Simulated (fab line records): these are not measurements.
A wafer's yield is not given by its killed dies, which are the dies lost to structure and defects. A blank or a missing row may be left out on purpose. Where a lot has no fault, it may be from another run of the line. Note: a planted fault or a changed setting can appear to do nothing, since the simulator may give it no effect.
Comparing a struck lot with a sound one :: flow nand harc :: 13 steps out of a route of 1302
Sound: these wafers, L712.2, L712.4, L712.6. Wafers L719.1, L719.2, L719.4 were the ones struck. The cause is given at the end.
Order at every step that has rows: each side's tool, ch and its chambers, its first start. Under that, the readings that differ: sound wafers :: struck wafers :: difference of the means :: sigmas: that difference in standard deviations of wafers without a fault.
alike: readings with means less than 2 such deviations apart, plus words and numbers identical on both sides. not compared: withheld readings, readings lacking a value on some wafer, bounds such as >300 that could conceal the same value, and numbers that have no deviation in the record and whose values overlap.
Wherever a step has rows on one side only, a row that says differs or no value, or a row with sigmas, the two part there. Numbers that have no deviation but don't overlap get no sigmas and don't part them. A reading that every wafer of one side lacks parts them only if that side has two wafers or more.

first, 2 steps without rows for these wafers: NHARC_A_STAIRCASE_SRD_154; NHARC_A_STAIRCASE_ETCH_403 (etches SiO2 in dHF, target depth 108.2 nm).
NHARC_A_STAIRCASE_ETCHBACK_422: etches the open film in CH3F/O2, target depth 40 nm, time 74.286 s.
  sound on rie diel-08 ch 0,1, day 20 23:16; struck on rie diel-01 ch 0,1,2, day 25 01:05
reading: oes product au (a.u.)
sound: 0.93 0.91 0.90
struck: 1.00 1.00 0.99
difference: +0.08
sigmas: +2
  alike: ch3f flow sccm, chamber pressure mTorr, drypump motor current A, rf vpp V, showerhead plenum p Torr, throttle valve pct
  not compared: rf hours counter h
then, 1 step without rows for these wafers: NHARC_A_STAIRCASE_ETCH_423 (etches SiO2 in dHF, target depth 30 nm).
NHARC_A_STAIRCASE_ETCHBACK_157: etches the open film in CH3F/O2, target depth 90 nm, time 167.14 s.
  sound on rie diel-10 ch 1,3, day 20 23:39; struck on rie diel-10 ch 0,1,3, day 25 01:26
  alike: ch3f flow sccm, chamber pressure mTorr, drypump motor current A, oes product au, rf vpp V, showerhead plenum p Torr, throttle valve pct
  not compared: rf hours counter h
NHARC_A_STAIRCASE_STRIP_475: strips in O2, time 20 s.
  sound on rie diel-10 ch 0,2,3; struck on rie diel-10 ch 1,2,3
  alike: chamber pressure mTorr, drypump motor current A, oes product au, rf vpp V, showerhead plenum p Torr, throttle valve pct
  not compared: rf hours counter h
NHARC_A_STAIRCASE_DEP_471: deposits SiO2, target thk 100 nm.
  sound on pecvd-01 ch 0,1, day 20 23:56; struck on pecvd-03 ch 0,2, day 25 01:44
reading: throttle valve pct (%)
sound: 16.9 15.7 16.7
struck: 15.0 15.6 15.1
difference: -1.2
sigmas: -2
  alike: chamber pressure Torr, flow sccm, heater power w
NHARC_A_STAIRCASE_CMP_472: polishes SiO2.
  sound on cmp-02 ch 1,2, day 21 00:13; struck on cmp-01 ch 0,1,2, day 25 02:01
  alike: motor current A
next, for these wafers, 1 step has no rows: NHARC_A_STAIRCASE_SRD_474.
NHARC_A_STAIRCASE_INSPECT_155:
  struck on defect inspect-02, day 25 02:21; sound on defect inspect-02, day 21 00:34
  alike: raw defect count
NHARC_A_SGD_CUT_DEP_00: deposits SiNx, target thk 50 nm.
  sound on pecvd-04 ch 0,1,2, day 21 00:42; struck on pecvd-03 ch 1,2, day 25 02:25
  no value came back on the struck wafers for heater power outer w (W), heater power w (W); on the sound wafers heater power outer w (W) reads 410 301 427
then, 1 step without rows for these wafers: NHARC_A_SGD_CUT_DEHYDRATE_01 (time 120 s).
-- break in the record here, with 5 days between the starts of the struck wafers on either side (left off in module A_SGD_CUT, picked up again in module END, where the first step shown is number 1302 on the route) --
NHARC_END_SORT_01:
  here the record holds rows for the struck wafers (prober-02 ch 0, day 30 07:17) but none for the sound ones

== WHERE THEY PART ==
Last at NHARC_END_SORT_01 as far as this record goes, first at NHARC_A_STAIRCASE_ETCHBACK_422.

WHY: the cause the simulator had injected
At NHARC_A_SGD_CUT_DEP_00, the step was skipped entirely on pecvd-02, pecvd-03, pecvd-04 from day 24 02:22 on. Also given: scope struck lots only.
